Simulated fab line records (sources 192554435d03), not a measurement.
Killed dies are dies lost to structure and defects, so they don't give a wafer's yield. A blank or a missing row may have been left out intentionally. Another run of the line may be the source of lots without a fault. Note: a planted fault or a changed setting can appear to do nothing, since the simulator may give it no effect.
fab line records	flow n5Finfet
record lots=7	wafers=20	lastDay=19
route steps=1938 shown BEOL_M3@999 BEOL_M4@1111 PASSIVATION@1936
lots untouched by any fault: they come from a run of this same line in which no faults occurred
startH: start of the lot's first displayed wafer, in hours after the record's first day	waitH: time in hours since the lot's previous step	" the same as in the row above	L1.1+2: a row that stands for several wafers	- value missing, or start not given	* or withheld: withheld	< > ~ a bound
route shown NAME@n: names a module that has steps shown in the file, with the first one's number in the route	usual: the fault-free wafers' mean and standard deviation	same: alike in all rows	chamber/n: place in a boat	sites: each site's reading	_std_site: their standard deviation	_edge_site: the outer-site mean with the inner-site mean subtracted	radiusMm: how far each site lies from the wafer's centre	mask NAME#n: copy n	behind: tool/chamber where the wafer was last shaped	hold: the reason the lot was held/the length of the hold in hours/how it ended	device: names the non-switching transistor (n, p or np)	end of line: at the end of the route, the tests of the same wafers	step lacking rows: just its recipe	killed: count of dies lost to structure and defects at first sort (not the wafer's yield)	map: a wafer's dies, marking killed ones x, the rest . and places with no die _
set.NAME: the setting that was run; set.NAME@STEP: the one run at that earlier step	model.NAME: the simulator's own value behind a step, which no gauge read
a table for each step, a row for each wafer; lots at some steps of the route
services: from which hour (startH, from the record's first day; less than 0 if before it) a tool's chamber was out of use, for how many hours, and why
## steps
# step N5_BEOL_M3_ANNEAL_82
# recipe tempC=400	timeS=240	ambient=vacuum
# usual heaterPowerW=838/73	susceptor_temp_C_max=401.1/0.46
lot.wafer	tool	chamber	startH	waitH	heaterPowerW	susceptor_temp_C_max
L422.2	pvdSputter-03	-	149.30	0.0	954	400.9
L422.5	"	-	"	"	1002	400.6
L424.3	pvdSputter-01	-	161.12	0.0	767	401.7
L424.4	"	-	"	"	799	401.8
L424.6	"	-	"	"	763	401.6
L429.1	pvdSputter-01	-	195.81	0.0	775	401.4
L429.3	"	-	"	"	784	400.9
L429.4	"	-	"	"	832	401.2
L430.3	pvdSputter-03	-	198.97	0.0	788	400.5
L430.4	"	-	"	"	878	401.3
L430.6	"	-	"	"	861	400.7
L431.2	pvdSputter-03	-	202.95	0.0	768	400.6
L431.3	"	-	"	"	866	400.5
L431.5	"	-	"	"	942	400.7
L439.1	pvdSputter-03	-	254.67	0.0	763	400.6
L439.5	"	-	"	"	998	400.6
L439.6	"	-	"	"	958	400.8
L445.2	pvdSputter-02	-	308.62	0.0	758	400.6
L445.4	"	-	"	"	782	401.0
L445.5	"	-	"	"	835	400.8
# step N5_BEOL_M3_SPUTTER_86
# recipe material=Cu	targetThkA=45	tempC=-20	chamberPressurePa=0.07	powerW=withheld	timeS=8.29
# step N5_BEOL_M3_ANNEAL_87
# recipe tempC=400	timeS=240	ambient=vacuum
# usual heaterPowerW=840/76	susceptor_temp_C_max=401.1/0.49
lot.wafer	tool	chamber	startH	waitH	heaterPowerW	susceptor_temp_C_max
L422.2	pvdSputter-03	-	149.52	0.0	1028	400.4
L422.5	"	-	"	"	1009	400.4
L424.3	pvdSputter-01	-	161.34	0.0	770	401.6
L424.4	"	-	"	"	840	401.8
L424.6	"	-	"	"	760	401.1
L429.1	pvdSputter-01	-	196.03	0.0	760	401.5
L429.3	"	-	"	"	793	401.1
L429.4	"	-	"	"	844	401.6
L430.3	pvdSputter-03	-	199.19	0.0	749	400.8
L430.4	"	-	"	"	875	400.6
L430.6	"	-	"	"	856	400.7
L431.2	pvdSputter-03	-	203.17	0.0	774	400.8
L431.3	"	-	"	"	879	400.7
L431.5	"	-	"	"	962	401.1
L439.1	pvdSputter-03	-	254.89	0.0	747	400.7
L439.5	"	-	"	"	1007	400.6
L439.6	"	-	"	"	956	401.2
L445.2	pvdSputter-02	-	308.84	0.0	767	400.8
L445.4	"	-	"	"	793	401.5
L445.5	"	-	"	"	800	400.5
# step N5_BEOL_M3_SPUTTER_88
# recipe material=Cu	targetThkA=45	tempC=-20	chamberPressurePa=0.07	powerW=withheld	timeS=8.29
# step N5_BEOL_M3_ANNEAL_89
# recipe tempC=400	timeS=240	ambient=vacuum
# step N5_BEOL_M3_SPUTTER_90
# recipe material=Cu	targetThkA=45	tempC=-20	chamberPressurePa=0.07	powerW=withheld	timeS=8.29
# step N5_BEOL_M3_ANNEAL_91
# recipe tempC=400	timeS=240	ambient=vacuum
# usual heaterPowerW=841/74	susceptor_temp_C_max=401.0/0.49
lot.wafer	tool	chamber	startH	waitH	heaterPowerW	susceptor_temp_C_max
L422.2	pvdSputter-03	-	149.96	0.0	998	400.4
L422.5	"	-	"	"	992	400.4
L424.3	pvdSputter-01	-	161.78	0.0	786	401.2
L424.4	"	-	"	"	814	401.7
L424.6	"	-	"	"	760	401.6
L429.1	pvdSputter-01	-	196.47	0.0	766	402.3
L429.3	"	-	"	"	793	401.5
L429.4	"	-	"	"	815	401.8
L430.3	pvdSputter-03	-	199.63	0.0	755	401.0
L430.4	"	-	"	"	880	400.5
L430.6	"	-	"	"	873	400.6
L431.2	pvdSputter-03	-	203.61	0.0	764	400.6
L431.3	"	-	"	"	858	400.7
L431.5	"	-	"	"	944	401.2
L439.1	pvdSputter-03	-	255.33	0.0	787	400.9
L439.5	"	-	"	"	969	400.4
L439.6	"	-	"	"	917	400.6
L445.2	pvdSputter-02	-	309.28	0.0	777	400.7
L445.4	"	-	"	"	778	401.6
L445.5	"	-	"	"	816	400.3
# step N5_BEOL_M3_SPUTTER_92
# recipe material=Cu	targetThkA=45	tempC=-20	chamberPressurePa=0.07	powerW=withheld	timeS=8.29
# step N5_BEOL_M3_ANNEAL_93
# recipe tempC=400	timeS=240	ambient=vacuum
# usual heaterPowerW=841/73	susceptor_temp_C_max=401.0/0.45
lot.wafer	tool	chamber	startH	waitH	heaterPowerW	susceptor_temp_C_max
L422.2	pvdSputter-03	-	150.18	0.0	997	400.7
L422.5	"	-	"	"	984	400.4
L424.3	pvdSputter-01	-	162.00	0.0	786	401.7
L424.4	"	-	"	"	826	401.4
L424.6	"	-	"	"	770	401.9
L429.1	pvdSputter-01	-	196.69	0.0	773	401.1
L429.3	"	-	"	"	800	401.5
L429.4	"	-	"	"	824	402.2
L430.3	pvdSputter-03	-	199.85	0.0	782	400.9
L430.4	"	-	"	"	882	401.0
L430.6	"	-	"	"	864	400.9
L431.2	pvdSputter-03	-	203.83	0.0	762	400.7
L431.3	"	-	"	"	866	401.0
L431.5	"	-	"	"	920	400.6
L439.1	pvdSputter-03	-	255.55	0.0	774	400.1
L439.5	"	-	"	"	970	400.6
L439.6	"	-	"	"	930	401.1
L445.2	pvdSputter-02	-	309.50	0.0	767	401.0
L445.4	"	-	"	"	787	401.1
L445.5	"	-	"	"	802	400.8
# step N5_BEOL_M3_SPUTTER_94
# recipe material=Cu	targetThkA=45	tempC=-20	chamberPressurePa=0.07	powerW=withheld	timeS=8.29
# step N5_BEOL_M3_ANNEAL_95
# recipe tempC=400	timeS=240	ambient=vacuum
# step N5_BEOL_M3_SPUTTER_96
# recipe material=Cu	targetThkA=45	tempC=-20	chamberPressurePa=0.07	powerW=withheld	timeS=8.29
# usual throttleValvePct=30.3/1.4
lot.wafer	tool	chamber	startH	waitH	throttleValvePct
L422.2	pvdSputter-03	-	150.54	0.1	27.6
L422.5	"	-	"	"	27.1
L424.3	pvdSputter-01	-	162.36	0.1	31.4
L424.4	"	-	"	"	31.3
L424.6	"	-	"	"	31.0
L429.1	pvdSputter-01	-	197.05	0.1	31.0
L429.3	"	-	"	"	30.9
L429.4	"	-	"	"	31.4
L430.3	pvdSputter-03	-	200.21	0.1	29.0
L430.4	"	-	"	"	30.2
L430.6	"	-	"	"	30.1
L431.2	pvdSputter-03	-	204.19	0.1	29.2
L431.3	"	-	"	"	30.4
L431.5	"	-	"	"	29.4
L439.1	pvdSputter-03	-	255.91	0.1	28.9
L439.5	"	-	"	"	27.4
L439.6	"	-	"	"	29.7
L445.2	pvdSputter-02	-	309.86	0.1	30.2
L445.4	"	-	"	"	31.8
L445.5	"	-	"	"	30.4
# step N5_BEOL_M3_ECD_50
# recipe material=Cu	targetThkA=3000
lot.wafer	tool	chamber	startH	waitH
L422.2+5	ecdCu-02	1	150.66	0.1
L424.3+4+6	ecdCu-01	0,1,0	162.49	0.1
L429.1+3+4	ecdCu-02	0,1,0	197.17	0.1
L430.3+4+6	ecdCu-01	0,1,0	200.34	0.1
L431.2+3+5	ecdCu-01	1,0,0	204.30	0.1
L439.1+5+6	ecdCu-02	0,1,0	256.03	0.1
L445.2+4+5	ecdCu-02	1,0,0	309.98	0.1
# step N5_BEOL_M3_ANNEAL_51
# recipe tempC=225	timeS=90	ambient=N2
# step N5_BEOL_M3_CMP_52
# recipe stopOn=SiOC	tOverpolishS=6.8	downForcePsi=1	platenRpm=50	clearingPlatenDownForcePsi=1.5	clearingPlatenRpm=50	postCmpClean=cuAlkaline	targetThkNm=40	clearingPlatenPadVelocityMS=0.99484	padVelocityMS=0.99484
# usual motorCurrentA=5.8/0.77	timeToEndpointS=62/3.3
lot.wafer	tool	chamber	startH	waitH	motorCurrentA	timeToEndpointS
L422.2	cmp-04	1	151.64	0.2	6.4	59
L422.5	"	1	"	"	6.1	59
L424.4	cmp-03	3	168.49	0.1	6.7	63
L424.3	"	1	"	"	4.7	61
L424.6	"	3	"	"	7.0	63
L429.1	cmp-03	2	197.55	0.3	5.8	0
L429.4	"	3	"	"	7.1	2
L429.3	"	1	"	"	4.5	0
L430.4	cmp-03	0	200.71	0.1	5.3	0
L430.3	"	2	"	"	5.6	0
L430.6	"	1	"	"	4.6	1
L431.2	cmp-04	1	204.86	0.2	6.2	1
L431.3	"	2	"	"	6.2	1
L431.5	"	0	"	"	4.7	0
L439.1	cmp-04	2	256.44	0.3	6.1	62
L439.6	"	1	"	"	6.4	62
L439.5	"	2	"	"	6.3	58
L445.4	cmp-04	3	310.45	0.2	5.0	59
L445.2	"	0	"	"	4.7	61
L445.5	"	2	"	"	6.2	58
# step N5_BEOL_M4_RC_MEAS_101
# usual DIBL_N=36.3/2.2	DIBL_P=36.0/2.4	IOFF_N=0.16/0.042	IOFF_P=0.22/0.041	ION_N=672/14	ION_P=462/7.9	SS_N=71.7/0.76	SS_P=73.3/0.72	VT_N=250/3.6	VT_P=-249/3
lot.wafer	tool	chamber	startH	waitH	DIBL_N[mV/V]	DIBL_P[mV/V]	IOFF_N[nA/um]	IOFF_P[nA/um]	ION_N[uA/um]	ION_P[uA/um]	SS_N[mV/dec]	SS_P[mV/dec]	VT_N[mV]	VT_P[mV]
L422.2	prober-02	0	167.54	0.2	33.5	32.9	0.13	0.16	664	457	71.2	72.7	251	-252
L422.5	"	0	"	"	33.1	32.7	0.11	0.16	658	458	71.1	72.8	254	-255
L424.3	prober-02	0	179.81	0.3	35.8	35.3	0.17	0.21	675	459	71.3	73.4	250	-251
L424.4	"	0	"	"	36.8	37.9	0.19	0.26	682	472	71.7	73.7	248	-248
L424.6	"	0	"	"	35.3	35.9	0.15	0.22	673	463	70.9	72.6	251	-252
L439.1	prober-01	0	269.53	0.0	33.7	33.3	0.11	0.15	661	456	70.8	72.6	257	-256
L439.5	"	0	"	"	33.9	32.6	0.11	0.15	644	437	71.5	72.1	253	-253
L439.6	"	0	"	"	31.5	30.9	0.09	0.13	651	452	70.0	71.6	256	-256
L445.2	prober-02	0	334.07	0.2	37.4	38.5	0.18	0.21	685	464	71.3	73.4	246	-250
L445.4	"	0	"	"	40.0	41.9	0.24	0.28	691	470	72.4	74.4	244	-251
L445.5	"	0	"	"	38.7	40.5	0.21	0.24	692	465	71.8	73.6	245	-249
# step N5_PASSIVATION_PROBE_49
# usual defectLimitedYield=91.3/1.7	killed_at_M0_to_M3=33/9.9	killed_at_M4_up=14/6.4	killedAtContacts=12/7	killedAtFrontEnd=41/13	killedAtOther=3.1/2.9	killedDies=103/20	killedOnRim=13/4	killedOpen=67/14	killedShort=34/9.4	sort_bin_5_function=5.1/1.1	sort_bin_6_memory=3.2/0.79	sort_bin_8_speed=0.02/0.15	sortNPass=1077/21	sortYieldPct=91.2/1.7
# same grossDies=1180	killedAtBackSide=0	sort_bin_4_leakage[%]=0
lot.wafer	tool	chamber	startH	waitH	defectLimitedYield[%]	killed_at_M0_to_M3	killed_at_M4_up	killedAtContacts	killedAtFrontEnd	killedAtOther	killedDies	killedOnRim	killedOpen	killedShort	sort_bin_5_function[%]	sort_bin_6_memory[%]	sort_bin_8_speed[%]	sortNPass	sortYieldPct[%]
L422.2	prober-02	-	265.61	0.1	90.2	46	12	22	31	5	116	13	82	31	5.8	3.6	0	1064	90.2
L422.5	prober-02	-	265.76	0.2	92.8	35	11	21	15	3	85	16	55	28	4.9	2.2	0	1095	92.8
L424.3	prober-01	-	277.66	0.1	90.8	37	12	17	43	0	109	12	71	38	6.2	2.8	0	1071	90.8
L424.4	prober-01	-	277.71	0.2	92.5	29	13	15	29	2	88	8	50	36	3.5	3.5	0	1092	92.5
L424.6	prober-01	-	277.81	0.3	88.4	48	20	21	47	1	137	15	86	51	7.5	3.7	0	1043	88.4
L429.1	prober-02	-	302.87	0.0	0	1125	10	9	35	1	1180	152	59	29	97.0	2.7	0	0	0
L429.3	prober-02	-	302.97	0.1	0	1124	9	6	38	3	1180	152	62	31	96.4	3.1	0	0	0
L429.4	prober-02	-	303.02	0.2	0	1096	15	9	60	0	1180	152	83	47	95.5	4.0	0	0	0
L430.3	prober-01	-	305.09	0.1	0	1102	2	8	65	3	1180	152	81	50	95.8	4.1	0	0	0
L430.4	prober-01	-	305.14	0.2	0	1108	11	8	50	3	1180	152	71	38	96.4	3.1	0	0	0
L430.6	prober-01	-	305.24	0.3	0	1120	8	8	38	6	1180	152	63	32	96.6	3.2	0	0	0
L431.2	prober-01	-	319.07	0.1	0	1105	21	10	41	3	1180	152	60	41	96.7	3.1	0	0	0
L431.3	prober-01	-	319.12	0.1	0	1097	5	4	72	2	1180	152	68	47	96.4	3.0	0	0	0
L431.5	prober-01	-	319.22	0.2	0	1109	17	20	32	2	1180	152	82	21	97.8	2.2	0	0	0
L439.1	prober-02	-	378.20	0.0	90.3	40	13	11	46	4	114	11	70	41	5.7	3.6	0	1066	90.3
L439.5	prober-02	-	378.40	0.2	91.4	28	17	4	52	1	102	13	60	34	4.6	2.9	0.34	1074	91.0
L439.6	prober-02	-	378.45	0.3	91.6	39	12	10	35	3	99	12	71	26	4.7	3.2	0.08	1080	91.5
L445.2	prober-02	-	461.85	0.1	92.5	28	14	9	36	2	89	13	61	26	4.2	2.9	0	1091	92.5
L445.4	prober-02	-	461.95	0.2	90.3	33	17	10	49	6	115	14	80	35	5.9	3.4	0	1065	90.3
L445.5	prober-02	-	462.00	0.2	91.3	38	18	2	42	3	103	11	68	32	5.4	2.9	0	1077	91.3
# killed by level:class
L422.2 MOL_CONTACT_COAG:geometricParticle:open=17 BEOL_M3:geometricParticle:open=14 BEOL_M0_SAQP:geometricParticle:short=8 BEOL_M1:geometricParticle:open=6 STI_FIN_REVEAL:geometricParticle:open=5 GATE_CUT:geometricParticle:open=5 MOL_CONTACT_COAG:geometricParticle:short=5 BEOL_M0_SAQP:geometricParticle:open=5
L422.5 MOL_CONTACT_COAG:geometricParticle:open=15 BEOL_M3:geometricParticle:open=14 MOL_CONTACT_COAG:geometricParticle:short=6 BEOL_M0_SAQP:geometricParticle:short=6 BEOL_M0_SAQP:geometricParticle:open=5 BEOL_M1:geometricParticle:open=4 BEOL_M8:geometricParticle:open=3 STARTING-WAFER:geometricParticle:short=3
L424.3 MOL_CONTACT_COAG:geometricParticle:open=15 BEOL_M0_SAQP:geometricParticle:open=14 FIN_SAQP:geometricParticle:short=13 BEOL_M0_SAQP:geometricParticle:short=13 FIN_SAQP:geometricParticle:open=11 BEOL_M4:geometricParticle:open=8 BEOL_M2:geometricParticle:open=5 STARTING-WAFER:geometricParticle:short=3
L424.4 MOL_CONTACT_COAG:geometricParticle:open=10 BEOL_M2:geometricParticle:open=8 FIN_SAQP:geometricParticle:short=6 BEOL_M3:geometricParticle:open=6 MOL_CONTACT_COAG:geometricParticle:short=5 BEOL_M4:geometricParticle:short=5 BEOL_M4:geometricParticle:open=4 STARTING-WAFER:geometricParticle:short=4
L424.6 FIN_SAQP:geometricParticle:short=18 FIN_SAQP:geometricParticle:open=15 MOL_CONTACT_COAG:geometricParticle:open=15 BEOL_M0_SAQP:geometricParticle:short=12 BEOL_M3:geometricParticle:open=12 BEOL_M4:geometricParticle:open=11 BEOL_M0_SAQP:geometricParticle:open=10 MOL_CONTACT_COAG:geometricParticle:short=6
L429.1 BEOL_M3:areaEcd=1091 MOL_CONTACT_COAG:geometricParticle:open=9 STI_FIN_REVEAL:geometricParticle:open=8 FIN_SAQP:geometricParticle:open=7 FIN_SAQP:geometricParticle:short=7 BEOL_M1:geometricParticle:open=7 BEOL_M0_SAQP:geometricParticle:open=6 BEOL_M0_SAQP:geometricParticle:short=5
L429.3 BEOL_M3:areaEcd=1087 STI_FIN_REVEAL:geometricParticle:open=8 DUMMY_GATE:geometricParticle:open=7 GATE_CUT:geometricParticle:short=7 BEOL_M3:geometricParticle:open=7 BEOL_M1:geometricParticle:open=7 BEOL_M2:geometricParticle:open=6 BEOL_M0_SAQP:geometricParticle:open=5
L429.4 BEOL_M3:areaEcd=1044 FIN_SAQP:geometricParticle:short=19 STI_FIN_REVEAL:geometricParticle:open=15 BEOL_M1:geometricParticle:open=10 BEOL_M2:geometricParticle:open=9 FIN_SAQP:geometricParticle:open=8 DUMMY_GATE:geometricParticle:open=7 MOL_CONTACT_COAG:geometricParticle:open=7
L430.3 BEOL_M3:areaEcd=1045 FIN_SAQP:geometricParticle:short=14 BEOL_M3:geometricParticle:open=14 STI_FIN_REVEAL:geometricParticle:open=13 BEOL_M0_SAQP:geometricParticle:short=12 DUMMY_GATE:geometricParticle:open=9 BEOL_M0_SAQP:geometricParticle:open=9 FIN_SAQP:geometricParticle:open=7
L430.4 BEOL_M3:areaEcd=1071 STI_FIN_REVEAL:geometricParticle:open=30 BEOL_M3:geometricParticle:open=7 MOL_CONTACT_COAG:geometricParticle:open=7 BEOL_M0_SAQP:geometricParticle:short=7 FIN_SAQP:geometricParticle:short=6 BEOL_M0_SAQP:geometricParticle:open=6 BEOL_M4:geometricParticle:short=6
L430.6 BEOL_M3:areaEcd=1083 FIN_SAQP:geometricParticle:short=11 BEOL_M0_SAQP:geometricParticle:open=10 BEOL_M2:geometricParticle:open=10 STI_FIN_REVEAL:geometricParticle:open=8 MOL_CONTACT_COAG:geometricParticle:open=8 FIN_SAQP:geometricParticle:open=7 BEOL_M0_SAQP:geometricParticle:short=7
L431.2 BEOL_M3:areaEcd=1076 FIN_SAQP:geometricParticle:short=12 FIN_SAQP:geometricParticle:open=10 BEOL_M4:geometricParticle:open=9 BEOL_M1:geometricParticle:open=7 MOL_CONTACT_COAG:geometricParticle:short=6 BEOL_M0_SAQP:geometricParticle:open=5 BEOL_M3:geometricParticle:open=5
L431.3 BEOL_M3:areaEcd=1065 FIN_SAQP:geometricParticle:short=30 FIN_SAQP:geometricParticle:open=17 BEOL_M0_SAQP:geometricParticle:open=8 BEOL_M3:geometricParticle:open=8 DUMMY_GATE:geometricParticle:open=6 BEOL_M2:geometricParticle:open=6 STI_FIN_REVEAL:geometricParticle:open=5
L431.5 BEOL_M3:areaEcd=1077 MOL_CONTACT_COAG:geometricParticle:open=18 FIN_SAQP:geometricParticle:open=11 BEOL_M3:geometricParticle:open=8 BEOL_M0_SAQP:geometricParticle:open=8 BEOL_M1:geometricParticle:open=7 BEOL_M4:geometricParticle:open=7 ILD0:geometricParticle:open=4
L439.1 BEOL_M0_SAQP:geometricParticle:short=16 STI_FIN_REVEAL:geometricParticle:open=13 FIN_SAQP:geometricParticle:open=12 MOL_CONTACT_COAG:geometricParticle:open=10 BEOL_M0_SAQP:geometricParticle:open=9 BEOL_M3:geometricParticle:open=9 FIN_SAQP:geometricParticle:short=6 BEOL_M5:geometricParticle:open=5
L439.5 STI_FIN_REVEAL:geometricParticle:open=14 FIN_SAQP:geometricParticle:short=13 BEOL_M3:geometricParticle:open=9 FIN_SAQP:geometricParticle:open=8 BEOL_M0_SAQP:geometricParticle:short=7 HKMG_FIN:areaEtch=7 BEOL_M0_SAQP:geometricParticle:open=5 MOL_CONTACT_COAG:geometricParticle:open=4
L439.6 BEOL_M0_SAQP:geometricParticle:open=11 MOL_CONTACT_COAG:geometricParticle:open=10 BEOL_M0_SAQP:geometricParticle:short=10 BEOL_M4:geometricParticle:open=8 FIN_SAQP:geometricParticle:open=7 DUMMY_GATE:geometricParticle:open=5 BEOL_M3:geometricParticle:open=5 FIN_SAQP:geometricParticle:short=4
L445.2 FIN_SAQP:geometricParticle:open=9 FIN_SAQP:geometricParticle:short=7 STI_FIN_REVEAL:geometricParticle:open=7 MOL_CONTACT_COAG:geometricParticle:open=7 BEOL_M1:geometricParticle:open=5 BEOL_M2:geometricParticle:open=5 BEOL_M5:geometricParticle:open=5 BEOL_M2:geometricParticle:short=4
L445.4 FIN_SAQP:geometricParticle:open=16 BEOL_M0_SAQP:geometricParticle:open=9 BEOL_M1:geometricParticle:open=9 MOL_CONTACT_COAG:geometricParticle:open=8 STI_FIN_REVEAL:geometricParticle:open=7 FIN_SAQP:geometricParticle:short=6 BEOL_M0_SAQP:geometricParticle:short=6 DUMMY_GATE:geometricParticle:open=5
L445.5 BEOL_M0_SAQP:geometricParticle:open=13 BEOL_M0_SAQP:geometricParticle:short=10 BEOL_M4:geometricParticle:open=7 STI_FIN_REVEAL:geometricParticle:open=6 BEOL_M3:geometricParticle:open=6 DUMMY_GATE:geometricParticle:open=5 BEOL_M1:geometricParticle:open=5 FIN_SAQP:geometricParticle:short=4
# map L429.1 (x killed, . not)
_________________xxxxxxxxxxxx________________
______________xxxxxxxxxxxxxxxxxx_____________
___________xxxxxxxxxxxxxxxxxxxxxxxx__________
__________xxxxxxxxxxxxxxxxxxxxxxxxxx_________
________xxxxxxxxxxxxxxxxxxxxxxxxxxxxxx_______
_______xxxxxxxxxxxxxxxxxxxxxxxxxxxxxxxx______
______xxxxxxxxxxxxxxxxxxxxxxxxxxxxxxxxxx_____
_____xxxxxxxxxxxxxxxxxxxxxxxxxxxxxxxxxxxx____
____xxxxxxxxxxxxxxxxxxxxxxxxxxxxxxxxxxxxxx___
___xxxxxxxxxxxxxxxxxxxxxxxxxxxxxxxxxxxxxxxx__
___xxxxxxxxxxxxxxxxxxxxxxxxxxxxxxxxxxxxxxxx__
__xxxxxxxxxxxxxxxxxxxxxxxxxxxxxxxxxxxxxxxxxx_
__xxxxxxxxxxxxxxxxxxxxxxxxxxxxxxxxxxxxxxxxxx_
_xxxxxxxxxxxxxxxxxxxxxxxxxxxxxxxxxxxxxxxxxxxx
_xxxxxxxxxxxxxxxxxxxxxxxxxxxxxxxxxxxxxxxxxxxx
_xxxxxxxxxxxxxxxxxxxxxxxxxxxxxxxxxxxxxxxxxxxx
_xxxxxxxxxxxxxxxxxxxxxxxxxxxxxxxxxxxxxxxxxxxx
_xxxxxxxxxxxxxxxxxxxxxxxxxxxxxxxxxxxxxxxxxxxx
_xxxxxxxxxxxxxxxxxxxxxxxxxxxxxxxxxxxxxxxxxxxx
_xxxxxxxxxxxxxxxxxxxxxxxxxxxxxxxxxxxxxxxxxxxx
_xxxxxxxxxxxxxxxxxxxxxxxxxxxxxxxxxxxxxxxxxxxx
__xxxxxxxxxxxxxxxxxxxxxxxxxxxxxxxxxxxxxxxxxx_
__xxxxxxxxxxxxxxxxxxxxxxxxxxxxxxxxxxxxxxxxxx_
___xxxxxxxxxxxxxxxxxxxxxxxxxxxxxxxxxxxxxxxx__
___xxxxxxxxxxxxxxxxxxxxxxxxxxxxxxxxxxxxxxxx__
____xxxxxxxxxxxxxxxxxxxxxxxxxxxxxxxxxxxxxx___
_____xxxxxxxxxxxxxxxxxxxxxxxxxxxxxxxxxxxx____
______xxxxxxxxxxxxxxxxxxxxxxxxxxxxxxxxxx_____
_______xxxxxxxxxxxxxxxxxxxxxxxxxxxxxxxx______
________xxxxxxxxxxxxxxxxxxxxxxxxxxxxxx_______
__________xxxxxxxxxxxxxxxxxxxxxxxxxx_________
___________xxxxxxxxxxxxxxxxxxxxxxxx__________
______________xxxxxxxxxxxxxxxxxx_____________
_________________xxxxxxxxxxxx________________
# map L430.3 (x killed, . not)
_________________xxxxxxxxxxxx________________
______________xxxxxxxxxxxxxxxxxx_____________
___________xxxxxxxxxxxxxxxxxxxxxxxx__________
__________xxxxxxxxxxxxxxxxxxxxxxxxxx_________
________xxxxxxxxxxxxxxxxxxxxxxxxxxxxxx_______
_______xxxxxxxxxxxxxxxxxxxxxxxxxxxxxxxx______
______xxxxxxxxxxxxxxxxxxxxxxxxxxxxxxxxxx_____
_____xxxxxxxxxxxxxxxxxxxxxxxxxxxxxxxxxxxx____
____xxxxxxxxxxxxxxxxxxxxxxxxxxxxxxxxxxxxxx___
___xxxxxxxxxxxxxxxxxxxxxxxxxxxxxxxxxxxxxxxx__
___xxxxxxxxxxxxxxxxxxxxxxxxxxxxxxxxxxxxxxxx__
__xxxxxxxxxxxxxxxxxxxxxxxxxxxxxxxxxxxxxxxxxx_
__xxxxxxxxxxxxxxxxxxxxxxxxxxxxxxxxxxxxxxxxxx_
_xxxxxxxxxxxxxxxxxxxxxxxxxxxxxxxxxxxxxxxxxxxx
_xxxxxxxxxxxxxxxxxxxxxxxxxxxxxxxxxxxxxxxxxxxx
_xxxxxxxxxxxxxxxxxxxxxxxxxxxxxxxxxxxxxxxxxxxx
_xxxxxxxxxxxxxxxxxxxxxxxxxxxxxxxxxxxxxxxxxxxx
_xxxxxxxxxxxxxxxxxxxxxxxxxxxxxxxxxxxxxxxxxxxx
_xxxxxxxxxxxxxxxxxxxxxxxxxxxxxxxxxxxxxxxxxxxx
_xxxxxxxxxxxxxxxxxxxxxxxxxxxxxxxxxxxxxxxxxxxx
_xxxxxxxxxxxxxxxxxxxxxxxxxxxxxxxxxxxxxxxxxxxx
__xxxxxxxxxxxxxxxxxxxxxxxxxxxxxxxxxxxxxxxxxx_
__xxxxxxxxxxxxxxxxxxxxxxxxxxxxxxxxxxxxxxxxxx_
___xxxxxxxxxxxxxxxxxxxxxxxxxxxxxxxxxxxxxxxx__
___xxxxxxxxxxxxxxxxxxxxxxxxxxxxxxxxxxxxxxxx__
____xxxxxxxxxxxxxxxxxxxxxxxxxxxxxxxxxxxxxx___
_____xxxxxxxxxxxxxxxxxxxxxxxxxxxxxxxxxxxx____
______xxxxxxxxxxxxxxxxxxxxxxxxxxxxxxxxxx_____
_______xxxxxxxxxxxxxxxxxxxxxxxxxxxxxxxx______
________xxxxxxxxxxxxxxxxxxxxxxxxxxxxxx_______
__________xxxxxxxxxxxxxxxxxxxxxxxxxx_________
___________xxxxxxxxxxxxxxxxxxxxxxxx__________
______________xxxxxxxxxxxxxxxxxx_____________
_________________xxxxxxxxxxxx________________
## services
tool	chamber	startH	hours	kind
pvdSputter-03	-	133.80	2.7	repair
cmp-03	-	167.46	0.8	repair
cmp-04	-	178.02	4.0	pm
cmp-04	-	182.02	-	consumableReplace:conditioner
cmp-04	-	182.02	-	consumableReplace:pad
ecdCu-02	-	217.70	1.4	repair
cmp-04	-	241.42	2.1	repair
cmp-03	-	241.95	4.0	pm
cmp-03	-	245.95	-	consumableReplace:conditioner
cmp-03	-	245.95	-	consumableReplace:pad
ecdCu-02	-	247.15	4.4	pm
cmp-04	-	249.30	1.0	repair
cmp-04	-	259.07	1.8	repair
pvdSputter-02	-	269.38	29.2	repair
cmp-04	-	282.79	4.9	pm
cmp-03	-	305.92	0.2	repair
## key
firstSign step=N5_BEOL_M3_CMP_52	reading=timeToEndpointS	direction=down	sigmas=19	usual=*	struck=*
effect step=N5_PASSIVATION_PROBE_49	reading=killed_at_M0_to_M3	direction=up	sigmas=99+	usual=33	struck=1110
moreKillsBornAt N5_BEOL_M3_ECD_50@ecdCu-01=6417	N5_BEOL_M3_ECD_50@ecdCu-02=3222
metAt N5_BEOL_M3_ECD_50
struckWafers L429.1,L429.3,L429.4,L430.3,L430.4,L430.6,L431.2,L431.3,L431.5
laterRowsLeftOut L429.1,L429.3,L429.4,L430.3,L430.4,L430.6,L431.2,L431.3,L431.5
onsetBetween 162.49 197.17
fault kind=skippedStepWhole	tool=ecdCu-01,ecdCu-02	chamber=-	onsetH=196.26	steps=N5_BEOL_M3_ECD_50	scope=struckLotsOnly
# laterRowsLeftOut: the simulator's readings of these wafers behind a module that went badly wrong aren't trusted and aren't shown, but for the sort
